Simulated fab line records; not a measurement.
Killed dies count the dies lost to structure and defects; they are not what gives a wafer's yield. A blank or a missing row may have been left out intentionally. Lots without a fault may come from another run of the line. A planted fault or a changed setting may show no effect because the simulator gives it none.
fab line records | flow nand-harc | part 2 of 2: steps 21 to 30 of 30
[record] lots = 5 wafers = 15 last-day = 34
route steps=1302 shown A_SLIT@935 A_SIN_REMOVE@947 A_WL_FILL@952
lots that met no fault: from a run of the same line without faults
start-h: the number of hours between the record's first day and the start of the first shown wafer of the lot | wait-h: time in hours since the lot's previous step | " unchanged from the row above | L1.1+2: one row covering several wafers at once | - no value present, or no start provided | * or withheld: withheld | < > ~ a bound
route shown NAME@n: a module of which the file shows steps, and the number in the route of the first | usual: mean/standard deviation taken from wafers without a fault | same: alike in all rows | chamber/n: place in a boat | sites: each site's reading | _std_site: standard deviation across them | _edge_site: mean of outer sites minus mean of inner sites | radius-mm: for every site, how far away it sits from the centre of the wafer | mask NAME#n: copy n | behind: the last tool/chamber to shape the wafer | hold: what put the lot on hold/how long, in hours/how the hold closed | device: names the non-switching transistor (n, p or np) | end of line: the tests these same wafers got at the end of their route | a step without rows: its recipe alone | killed: at the first sort, the dies lost to defects and structure; wafer yield is something else | map: shows each die of a wafer: x if killed, . if not, _ if none is there
set.NAME: the setting the step ran with; set.NAME@STEP: the setting that earlier step ran with | model.NAME: the simulator's own value behind a step, which no gauge read
lots at selected steps of the route; one table per step, one row per wafer
services: when a tool's chamber went out of use (start-h, in hours from the record's first day, below 0 if earlier), for how many hours, and the reason
[[steps]]
[step NHARC_A_WL_FILL_ETCHBACK_04]
[recipe] target-depth-a = 600 time-s = 120 chemistry = NF3
[usual] drypump-motor-current-A = 5.8/0.57 he-backside-leak-sccm = 3.44/0.15 oes-product-au = 1.002/0.0092
// columns lot.wafer tool chamber start-h wait-h drypump-motor-current-A he-backside-leak-sccm oes-product-au rf-hours-counter-h
L077.3 rie-metal-01 1 486.59 0.3 6.4 3.29 1.004 -
L077.6 " 0 " " 5.3 3.62 0.989 -
L077.5 " 1 " " 6.4 3.29 0.997 -
L082.2 rie-metal-03 0 553.85 0.3 5.0 3.43 1.016 0.3
L082.1 " 1 " " 6.0 3.59 0.990 0.3
L082.3 " 0 " " 5.0 3.43 1.006 -
L083.1 rie-metal-01 1 554.15 0.3 6.5 3.17 1.003 2.6
L083.4 " 1 " " 6.5 3.31 0.997 -
L083.6 " 1 " " 6.5 3.12 1.000 -
L088.1 rie-metal-01 0 588.65 0.3 5.4 3.66 0.991 0.2
L088.3 " 1 " " 6.5 3.23 1.010 -
L088.6 " 0 " " 5.3 3.45 0.995 -
L097.2 rie-metal-01 0 711.47 0.3 5.3 3.60 0.990 1.6
L097.4 " 1 " " 6.5 3.39 1.009 -
L097.6 " 1 " " 6.5 3.40 1.005 -
[step NHARC_A_WL_FILL_ETCHBACK_05]
[recipe] target-depth-a = 220 time-s = 60 temp-c = 40 chemistry = Cl2/BCl3
[usual] drypump-motor-current-A = 5.8/0.57 he-backside-leak-sccm = 3.45/0.17 oes-product-au = 1.003/0.0097
// columns lot.wafer tool chamber start-h wait-h drypump-motor-current-A he-backside-leak-sccm oes-product-au rf-hours-counter-h
L077.3 rie-metal-01 0 486.75 0.1 5.3 3.71 0.993 -
L077.5 " 0 " " 5.3 3.48 0.992 -
L077.6 " 1 " " 6.5 3.47 0.999 -
L082.2 rie-metal-03 0 554.09 0.2 5.0 3.61 1.021 0.4
L082.1 " 1 " " 6.0 3.40 1.003 0.4
L082.3 " 0 " " 5.0 3.48 1.025 -
L083.1 rie-metal-01 1 554.59 0.4 6.5 3.35 0.994 2.9
L083.4 " 1 " " 6.5 3.30 0.996 -
L083.6 " 1 " " 6.5 3.42 1.000 -
L088.1 rie-metal-01 0 588.87 0.2 5.3 3.66 0.997 0.4
L088.3 " 1 " " 6.5 3.42 0.997 -
L088.6 " 1 " " 6.5 3.44 1.002 -
L097.2 rie-metal-01 0 711.72 0.2 5.3 3.70 1.000 1.8
L097.4 " 1 " " 6.5 3.43 1.007 -
L097.6 " 0 " " 5.3 3.68 0.995 -
[step NHARC_A_WL_FILL_STRIP_27]
[recipe] power-w = 1500 temp-c = 250 time-s = 20 chemistry = N2/H2
[usual] drypump-motor-current-A = 5.2/0.42 heater-power-w = 327/8.8
// columns lot.wafer tool chamber start-h wait-h drypump-motor-current-A heater-power-w rf-hours-counter-h
L077.3 plasma-asher-01 1 486.94 0.2 5.1 328 -
L077.5 " 0 " " 4.9 317 -
L077.6 " 1 " " 5.0 327 -
L082.1 plasma-asher-01 0 554.23 0.1 4.9 306 6
L082.2 " 1 " " 5.1 331 6
L082.3 " 0 " " 4.9 313 -
L083.1 plasma-asher-02 0 554.82 0.2 5.9 327 29
L083.4 " 0 " " 5.9 330 -
L083.6 " 1 " " 4.9 328 -
L088.1 plasma-asher-02 1 589.00 0.1 4.9 322 35
L088.3 " 1 " " 4.9 323 -
L088.6 " 1 " " 4.9 339 -
L097.2 plasma-asher-02 1 711.87 0.1 4.9 334 21
L097.4 " 0 " " 5.9 333 -
L097.6 " 0 " " 5.9 328 -
[step NHARC_A_WL_FILL_STRIP_28]
[recipe] time-s = 1200 temp-c = 72.5 chemistry = post-etch-residue-remover
// columns lot.wafer tool chamber start-h wait-h
L077.3+5+6 wet-bench-07 6,7,0 487.08 0.1
L082.2+1+3 wet-bench-07 0,2,3 554.42 0.2
L083.1+4+6 wet-bench-02 7,1,3 554.98 0.1
L088.6+1+3 wet-bench-07 4,6,0 589.19 0.1
L097.4+2+6 wet-bench-02 5,6,1 712.02 0.1
[step NHARC_A_WL_FILL_PRECLEAN_06]
[recipe] time-s = 300 chemistry = DIW
// columns lot.wafer tool chamber start-h wait-h
L077.3+5+6 wet-bench-07 6,7,0 - -
L082.2+1+3 wet-bench-07 0,2,3 - -
L083.1+4+6 wet-bench-02 7,1,3 - -
L088.6+1+3 wet-bench-07 4,6,0 - -
L097.4+2+6 wet-bench-02 5,6,1 - -
[step NHARC_A_WL_FILL_SRD_07]
// columns lot.wafer tool chamber start-h wait-h
L077.3+5+6 wet-bench-07 6,7,0 - -
L082.2+1+3 wet-bench-07 0,2,3 - -
L083.1+4+6 wet-bench-02 7,1,3 - -
L088.6+1+3 wet-bench-07 4,6,0 - -
L097.4+2+6 wet-bench-02 5,6,1 - -
[step NHARC_A_WL_FILL_ANNEAL_08]
[recipe] temp-c = 450 time-s = 1800
[usual] spike-tc-bottom-C = 474.1/2.3 tube-center-temp-C = 450/0.045
// columns lot.wafer tool chamber start-h wait-h spike-tc-bottom-C tube-center-temp-C
L077.3 furnace-04 0 492.22 - 477.0 449.93
L077.5 " 0 " " 475.6 449.98
L077.6 " 0 " " 475.8 449.98
L082.1 furnace-03 0 557.99 - 472.0 450.08
L082.2 " 0 " " 473.4 450.07
L082.3 " 0 " " 473.6 449.97
L083.1 furnace-03 0 557.99 - 472.1 449.99
L083.4 " 0 " " 471.1 449.96
L083.6 " 0 " " 472.5 449.99
L088.1 furnace-04 0 593.77 - 477.0 449.92
L088.3 " 0 " " 475.1 450.03
L088.6 " 0 " " 477.0 449.94
L097.2 furnace-04 0 715.74 - 476.5 450.04
L097.4 " 0 " " 476.9 450.05
L097.6 " 0 " " 475.7 449.95
[step NHARC_A_WL_FILL_ALD_10]
[recipe] target-thk-a = 500 pulse-time-s = 10 ald-cycles = 500 temp-c = 300 material = SiO2
[usual] heater-power-w = 458/44 precursor-pulse-height-rel = 0.999/0.019
[same] pulse-time-s = 10
// columns lot.wafer tool chamber start-h wait-h heater-power-w precursor-pulse-height-rel
L077.3 ald-hk-04 0 494.77 1.1 466 0.990
L077.5 " 2 495.80 2.1 413 1.018
L077.6 " 3 " " 464 0.974
L082.2 ald-hk-04 2 559.50 0.1 418 0.988
L082.1 " 3 " " 463 0.984
L082.3 " 0 " " 459 0.996
L083.1 ald-hk-01 1 560.02 0.6 563 0.960
L083.4 " 2 " " 485 1.029
L083.6 " 1 562.08 2.6 554 1.006
L088.3 ald-hk-03 1 596.87 1.7 406 0.976
L088.1 " 2 " " 443 0.977
L088.6 " 0 598.42 3.2 433 0.980
L097.4 ald-hk-03 3 718.28 1.1 526 0.976
L097.2 " 1 720.38 3.2 404 0.993
L097.6 " 2 721.43 4.2 441 1.026
[step NHARC_A_WL_FILL_ETCHBACK_16]
[recipe] target-depth-a = 1200 time-s = 24 c4f8-flow-sccm = withheld o2-flow-sccm = 8 ar-flow-sccm = withheld rf-w = 600 bias-w = 800 chemistry = C4F8/O2/Ar
[usual] oes-product-au = 0.986/0.026 rf-vpp-V = 723/4.3
// columns lot.wafer tool chamber start-h wait-h oes-product-au rf-hours-counter-h rf-vpp-V
L077.3 rie-diel-13 1 - - 0.918 8.6 723
L077.6 " 2 " " 0.927 - 718
L077.5 " 3 " " 0.948 - 721
L082.1 rie-diel-12 3 - - 0.996 4.0 719
L082.2 " 2 " " 0.980 4.0 728
L082.3 " 2 " " 0.990 - 727
L083.1 rie-diel-03 2 - - 0.986 2.6 720
L083.4 " 3 " " 1.016 2.8 721
L083.6 " 3 " " 1.012 - 723
L088.1 rie-diel-03 1 - - 1.011 4.3 720
L088.3 " 3 " " 1.026 4.3 722
L088.6 " 0 " " 1.014 - 723
L097.4 rie-diel-12 1 - - 1.006 2.9 729
L097.2 " 3 " " 0.995 2.9 717
L097.6 " 2 " " 0.970 - 730
[step NHARC_A_WL_FILL_STRIP_29]
[recipe] time-s = 20 o2-flow-sccm = 500 ar-flow-sccm = 0 bias-w = 0 chemistry = O2
[usual] drypump-motor-current-A = 5.8/0.46 oes-product-au = 0.998/0.01 rf-vpp-V = 57.8/0.9 showerhead-plenum-p-Torr = 3.52/0.14 throttle-valve-pct = 17.036/0.0097
// columns lot.wafer tool chamber start-h wait-h drypump-motor-current-A oes-product-au rf-hours-counter-h rf-vpp-V showerhead-plenum-p-Torr throttle-valve-pct
L077.3 rie-diel-13 1 498.49 0.1 6.2 0.995 8.7 58.4 3.54 17.044
L077.5 " 0 " " 6.2 1.004 - 57.3 3.69 17.035
L077.6 " 1 " " 6.2 1.001 - 57.6 3.54 17.066
L083.1 rie-diel-03 3 564.25 0.1 6.1 1.016 2.9 59.0 3.53 17.029
L083.4 " 2 " " 5.7 0.995 2.6 58.2 3.41 17.042
L083.6 " 3 " " 6.1 1.008 - 57.6 3.53 17.048
L082.2 rie-diel-12 3 564.27 0.1 6.2 1.000 4.0 57.1 3.31 17.046
L082.1 " 2 " " 5.6 0.979 4.0 58.6 3.71 17.036
L082.3 " 2 " " 5.6 0.977 - 60.8 3.71 17.028
L088.3 rie-diel-03 3 601.10 0.1 6.1 1.000 4.3 58.2 3.53 17.044
L088.1 " 1 " " 5.3 0.992 4.3 57.1 3.42 17.020
L088.6 " 0 " " 5.0 1.001 - 57.9 3.47 17.029
L097.4 rie-diel-12 0 725.17 0.1 6.0 0.976 2.9 59.6 3.78 17.028
L097.2 " 1 " " 5.7 0.997 3.0 59.3 3.74 17.022
L097.6 " 0 " " 5.9 0.985 - 57.3 3.78 17.025
[[services]]
// columns tool chamber start-h hours kind
wet-bench-01 - 453.60 8.0 pm
rie-metal-01 0 465.99 8.7 repair
rie-diel-05 3 469.33 1.5 repair
rie-diel-05 1 472.53 2.1 repair
wet-bench-07 - 512.00 8.0 pm
rie-diel-08 3 516.00 6.1 repair
rie-diel-08 0 522.54 6.7 repair
rie-diel-05 0 524.29 4.2 repair
rie-metal-01 0 542.32 15.6 repair
rie-diel-08 - 544.88 9.0 pm
rie-metal-01 - 575.00 9.0 pm
rie-diel-05 - 584.28 9.0 pm
wet-bench-02 - 596.00 8.0 pm
rie-diel-10 - 596.50 9.0 pm
rie-diel-08 0 605.00 1.5 repair
rie-metal-01 0 668.09 17.1 repair
rie-diel-05 2 687.97 6.4 repair
wet-bench-07 - 688.00 8.0 pm
rie-diel-10 0 692.68 4.7 repair
rie-diel-05 1 701.52 1.6 repair
rie-diel-10 1 709.16 4.5 repair
rie-diel-05 0 710.47 5.6 repair
rie-diel-10 0 711.09 4.5 repair
rie-diel-05 3 715.22 3.6 repair
